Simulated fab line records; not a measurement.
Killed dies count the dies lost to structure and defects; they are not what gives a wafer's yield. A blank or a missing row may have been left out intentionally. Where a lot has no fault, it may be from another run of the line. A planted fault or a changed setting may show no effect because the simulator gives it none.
Problem report in the 8D (eight disciplines) form, filled by code :: flow n5Finfet :: the parts of the form that need people (team, actions taken, sign-off) are left out

1. THE PROBLEM
At N5_PASSIVATION_PROBE_49, killed_at_M4_up averages 128 over 9 wafers from 3 lots, while fault-free wafers read 13, standard deviation 5.2. That is +22 standard deviations from the usual mean.
The first sign was on wafer L889.4 at day 16 07:16, on prober-02. Wafers with a number at this step in the record: 15, from 5 lots. The rule behind "out" and "out of limits": a value lying over 4 standard deviations away from the usual mean. Any other wafer with a number is counted as sound.

2. WHAT THIS IS AND IS NOT
question: which readings at this step
is: killed_at_M4_up, defectLimitedYield, killedDies, sortNPass, sortYieldPct
is not: killed_at_M0_to_M3, killedAtContacts, killedAtFrontEnd, killedAtOther, killedOpen, killedShort

question: which lots
is: L889, L890, L893
is not: L879, L885

question: which wafers of those lots
is: all that have a number
is not: -

question: read on which tools
is: prober-01, prober-02
is not: -

question: when
is: from day 16 07:16
is not: up to then (6 sound wafers)

3. THE SUSPECTS, EACH WITH WHAT RULES IT OUT
Counting: a tool at a process step up to the reading stays a suspect if it ran every lot that is out and no sound lot after the first of them.
- pvdSputter-01 at N5_BEOL_M4_SPUTTER_90 (material Cu, target thk 4.5 nm, time 8.29 s): kept. Every lot that is out went through it, starting with L889 (day 11 18:11), and after that it ran no sound lot; the last sound lot it ran before then is L879 (day 9 15:34).
Left after counting: pvdSputter-01 at N5_BEOL_M4_SPUTTER_90.

4. THE CAUSE (what the simulator had put in)
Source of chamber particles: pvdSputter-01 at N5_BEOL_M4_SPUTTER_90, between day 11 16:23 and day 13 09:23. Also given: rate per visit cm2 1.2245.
This tool alone remained once counting was done.

5. THE CHAIN OF EFFECTS, in route order
Each row: a reading where the mean over the struck wafers with a number is more than 3 standard deviations away from the usual. Scope: only readings with a usual standard deviation given in the record; hours: median across lots of the time from each lot's start at the first step in this table that gives one to its start at this step; sigmas: change in usual standard deviations.
hours: 0
step: N5_PASSIVATION_PROBE_49
reading: defectLimitedYield
usual: 91.3 %
on struck wafers: 82.4
change: -8.9
sigmas: -6.4

hours: 0
step: N5_PASSIVATION_PROBE_49
reading: killed_at_M4_up
usual: 13
on struck wafers: 128
change: +115
sigmas: +22

hours: 0
step: N5_PASSIVATION_PROBE_49
reading: killedDies
usual: 103
on struck wafers: 208
change: +105
sigmas: +6.2

hours: 0
step: N5_PASSIVATION_PROBE_49
reading: killedOnRim
usual: 13
on struck wafers: 24
change: +11
sigmas: +3.1

hours: 0
step: N5_PASSIVATION_PROBE_49
reading: sort_bin_5_function
usual: 5.2 %
on struck wafers: 10.7
change: +5.5
sigmas: +6.0

hours: 0
step: N5_PASSIVATION_PROBE_49
reading: sortNPass
usual: 1077
on struck wafers: 972
change: -105
sigmas: -6.2

hours: 0
step: N5_PASSIVATION_PROBE_49
reading: sortYieldPct
usual: 91.3 %
on struck wafers: 82.4
change: -8.9
sigmas: -6.4
Process steps it contains:
- N5_PASSIVATION_PROBE_49

6. WHAT WOULD HAVE CAUGHT IT SOONER
The fault began at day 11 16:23; the first out-of-limits reading in this record came at day 16 07:16, 111 hours later.
Tool readings at N5_BEOL_M4_SPUTTER_90 with a usual standard deviation given in the record: none out on any struck wafer, hence no alarm at a limit of 4 standard deviations on them.
Each of the lots that are out, 3 in all, had begun N5_BEOL_M4_SPUTTER_90 on pvdSputter-01 no later than day 16 07:16. None of them would have been spared by holding the tool at that moment.
